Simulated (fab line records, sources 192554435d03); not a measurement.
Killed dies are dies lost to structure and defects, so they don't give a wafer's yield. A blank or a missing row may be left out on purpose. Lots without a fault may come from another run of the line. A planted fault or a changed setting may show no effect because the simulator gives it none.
Chamber matching | flow n5_finfet | N5_ILD0_CMP_12 on cmp-03: 4 sister chambers
The step polishes SiNx, stops on poly-Si, t overpolish 6 s, target thk 17.67 nm. 4 wafers are shown with their chamber, then 8 later ones without.

WAFERS WITH THEIR CHAMBER
wafer  | chamber | motor_current_A (A)
L078.4 | 3       | 8.4
L080.4 | 1       | 10.2
L081.3 | 2       | 9.2
L085.2 | 0       | 10.5

WAFERS WITHOUT THEIR CHAMBER
wafer  | motor_current_A (A)
L085.3 | 8.0
L085.5 | 9.1
L093.2 | 10.7
L093.3 | 8.1
L093.6 | 9.2
L097.2 | 10.2
L097.3 | 9.1
L097.6 | 7.8

WHICH CHAMBER EACH WENT THROUGH
wafer  | from the rows above     | in truth
L085.3 | 3                       | 3
L085.5 | 2                       | 2
L093.2 | can't be placed: 0 or 1 | 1
L093.3 | 3                       | 3
L093.6 | 2                       | 2
L097.2 | can't be placed: 1 or 0 | 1
L097.3 | 2                       | 2
L097.6 | 3                       | 3
Placed correctly: 6 of 8. Can't be placed from these rows: 2 (the true chamber is among the candidates in 2). Placed wrongly: 0.
How it was worked out, from the rows above alone: a wafer's distance from a chamber is the root of the sum, over the readings, of the square of ((its reading less the chamber's mean) divided by the reading's scatter). The wafer belongs to the nearest chamber; if the next one is less than 2 further off, it can't be placed. A chamber's mean is the mean of its shown wafers. The scatter: with one shown wafer a chamber, the root of the mean of the squares of how far each hidden wafer lies from its nearest shown one.
